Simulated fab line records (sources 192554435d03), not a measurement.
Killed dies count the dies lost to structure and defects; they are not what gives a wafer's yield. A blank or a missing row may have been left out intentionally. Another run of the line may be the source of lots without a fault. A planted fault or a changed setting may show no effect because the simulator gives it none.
Struck lot and sound lot, side by side | flow n5_finfet | 30 out of 1938 route steps
Sound: wafers L642.1, L642.4, L642.6. Struck: wafer L653.6 (L653.1, L653.2, from the same lot, were not struck and are left out); the cause is given at the end.
Per side, at each step with rows, come the tool, then ch with its chambers, and then its first start. Under that, the readings that differ: sound wafers | struck wafers | difference of the means | sigmas: that difference in standard deviations of wafers without a fault.
alike: same words and numbers on both sides, and readings whose means sit less than 2 such deviations apart. not compared: any withheld reading, any reading some wafer has no value for, any bound like >300 that may hide the same value, and any number with overlapping values for which the record gives no deviation.
The two part at a step that has a row with sigmas, a row that says differs or no value, or rows on one side only. When numbers do not overlap yet have no deviation, they are printed without sigmas and do not part them. A reading that every wafer of one side lacks parts them only if that side has two wafers or more.

first, 4 steps without rows for these wafers: N5_BEOL_M15_EXPOSE_07 (exposes mask V14); N5_BEOL_M15_PEB_08 (peb time 90 s); N5_BEOL_M15_DEVELOP_09 (develop time 45 s); N5_BEOL_M15_HARDBAKE_14 (time 120 s).
N5_BEOL_M15_CD_MEAS_10: the cd target is 360 nm.
  sound on cd_sem-01 ch 0, day 13 08:34; struck on cd_sem-03 ch 0, day 16 01:16
  alike: cd_nm
N5_BEOL_M15_OVL_MEAS_11:
  sound on overlay-02 ch 0, day 13 08:36; struck on overlay-01 ch 0, day 16 01:17
  alike: V14_OVL
N5_BEOL_M15_INSPECT_12: inspects for defects (macro).
  sound on defect_inspect-01, day 13 08:37; struck on defect_inspect-01, day 16 01:19
  reading          | sound | struck | difference | sigmas
  raw_defect_count | 4 2 2 | 6      | +3         | +2
N5_BEOL_M15_DESCUM_15: chemistry O2, time 7.9 s.
  sound on rie_diel-02 ch 0,1,3, day 13 08:40; struck on rie_diel-06 ch 2, day 16 01:21
  alike: drypump_motor_current_A, o2_flow_sccm, oes_product_au, rf_vpp_V, showerhead_plenum_p_Torr, throttle_valve_pct
  not compared: rf_hours_counter_h
N5_BEOL_M15_ETCH_59: etches BARC in N2/H2, target depth 89 nm, overetch 26.7 nm, time 67.9 s.
  sound on rie_diel-02 ch 0,1,3, day 13 08:41; struck on rie_diel-06 ch 2, day 16 01:23
  alike: drypump_motor_current_A, oes_product_au, rf_vpp_V, showerhead_plenum_p_Torr, throttle_valve_pct
  not compared: rf_hours_counter_h
then, 2 steps without rows for these wafers: N5_BEOL_M15_VIA_ETCH_16 (etches SiO2 in C4F8/O2/Ar, target depth 1792.2 nm); N5_BEOL_M15_STRIP_63 (strips in O2).
N5_BEOL_M15_STRIP_64: strips in O2.
  sound on rie_diel-02 ch 0,1,3; struck on rie_diel-06 ch 2
  alike: drypump_motor_current_A, o2_flow_sccm, oes_product_au, rf_vpp_V, showerhead_plenum_p_Torr, throttle_valve_pct
  not compared: rf_hours_counter_h
N5_BEOL_M15_STRIP_65: strips in post etch residue remover, time 60 s.
  sound on wet_bench-06 ch 3,4,6, day 13 09:06; struck on wet_bench-05 ch 0,4,5, day 16 01:47
then, 1 step without rows for these wafers: N5_BEOL_M15_SRD_66 (time 30 s, dry time 30 s).
N5_BEOL_M15_CD_MEAS_17: the cd target is 360 nm.
  sound on cd_sem-03, day 13 09:09; struck on cd_sem-03, day 16 01:51
  alike: cd_nm
then, 1 step without rows for these wafers: N5_BEOL_M15_COAT_56 (time 60 s, resist thk 550 nm).
N5_BEOL_M15_ETCH_57: etches SOC in N2/H2, time 750 s.
  sound on rie_diel-04 ch 0,1,2, day 13 09:16; struck on rie_diel-04 ch 0, day 16 02:09
  alike: drypump_motor_current_A, oes_product_au, rf_vpp_V, showerhead_plenum_p_Torr, throttle_valve_pct
  not compared: rf_hours_counter_h
then, 8 steps without rows for these wafers: N5_BEOL_M15_COAT_60 (time 60 s, resist thk 89 nm); N5_BEOL_M15_COAT_22 (resist thk 800 nm); N5_BEOL_M15_EBR_24; N5_BEOL_M15_SOFTBAKE_23 (time 60 s); N5_BEOL_M15_EXPOSE_25 (exposes mask M15, target cd 400 nm); N5_BEOL_M15_PEB_26 (peb time 90 s); N5_BEOL_M15_DEVELOP_27 (develop time 45 s); N5_BEOL_M15_HARDBAKE_32 (time 120 s).
N5_BEOL_M15_CD_MEAS_28: the cd target is 407.6 nm.
  sound on cd_sem-02 ch 0, day 13 10:09; struck on cd_sem-01 ch 0, day 16 03:17
  alike: cd_nm
N5_BEOL_M15_OVL_MEAS_29:
  sound on overlay-02 ch 0, day 13 10:11; struck on overlay-01 ch 0, day 16 03:19
  alike: M15_OVL
N5_BEOL_M15_INSPECT_30: inspects for defects (macro).
  sound on defect_inspect-01, day 13 10:13; struck on defect_inspect-02, day 16 03:20
  reading          | sound | struck | difference | sigmas
  raw_defect_count | 3 2 1 | >300   | differs    |
N5_BEOL_M15_DESCUM_33: chemistry O2, time 7.9 s.
  sound on rie_diel-04 ch 0,2, day 13 10:35; struck on rie_diel-06 ch 2, day 16 03:22
  reading             | sound             | struck | difference | sigmas
  o2_flow_sccm (sccm) | 224.6 224.2 225.2 | 226.1  | +1.4       | +2
  alike: drypump_motor_current_A, oes_product_au, rf_vpp_V, showerhead_plenum_p_Torr, throttle_valve_pct
  not compared: rf_hours_counter_h
N5_PASSIVATION_PROBE_49:
  rows exist in the record for the struck wafers here (prober-02, day 17 00:32), but not for the sound ones

WHERE THEY PART
Last at N5_PASSIVATION_PROBE_49 as far as this record goes, first at N5_BEOL_M15_INSPECT_12.

WHY: what had been put in by the simulator
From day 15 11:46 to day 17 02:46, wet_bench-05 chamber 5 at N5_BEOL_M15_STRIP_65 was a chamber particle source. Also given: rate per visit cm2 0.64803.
